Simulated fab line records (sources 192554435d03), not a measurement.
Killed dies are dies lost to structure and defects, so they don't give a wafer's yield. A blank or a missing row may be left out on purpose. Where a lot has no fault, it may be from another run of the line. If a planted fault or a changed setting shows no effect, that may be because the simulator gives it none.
Chamber matching	flow n5Finfet	N5_BEOL_M5_CO_CAP_78 on cvdCo-01 has 3 sister chambers
The step material Co, precursor CCTBA/H2, target thk 2 nm, time 102.1 s. 6 wafers are shown with their chamber, then 9 later ones without.

== WAFERS PAIRED WITH THEIR CHAMBERS ==
wafer	chamber	heaterPowerW (W)
L404.5	1	231
L405.1	1	240
L409.4	0	224
L408.1	2	223
L408.3	0	231
L408.5	2	221

== WAFERS WHOSE CHAMBER IS MISSING ==
wafer	heaterPowerW (W)
L410.1	238
L410.5	222
L410.6	227
L423.2	224
L423.3	240
L423.4	236
L421.1	227
L421.4	228
L421.6	229

== WHICH CHAMBER EACH WENT THROUGH ==
wafer	from the rows above	in truth
L410.1	can't be placed: 1 or 0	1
L410.5	can't be placed: 2 or 0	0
L410.6	can't be placed: 0 or 2 or 1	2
L423.2	can't be placed: 2 or 0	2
L423.3	can't be placed: 1 or 0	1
L423.4	can't be placed: 1 or 0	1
L421.1	can't be placed: 0 or 2 or 1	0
L421.4	can't be placed: 0 or 2 or 1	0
L421.6	can't be placed: 0 or 1 or 2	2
Correct placement for 0 of the 9. Not placeable from these rows: 9 (in 9, the candidates include the true chamber). Placed wrongly: 0.
How it was worked out, from the rows above alone: a wafer's distance from a chamber is the root of the sum, over the readings, of the square of ((its reading less the chamber's mean) divided by the reading's scatter). If the next closest chamber is less than 2 further off than the closest, the wafer can't be placed; otherwise it belongs to the closest. Each chamber's mean is taken over the wafers shown for it. The scatter: take each reading less its chamber's mean, square it, sum over the shown wafers, divide by the number of wafers less the number of chambers, and take the root.
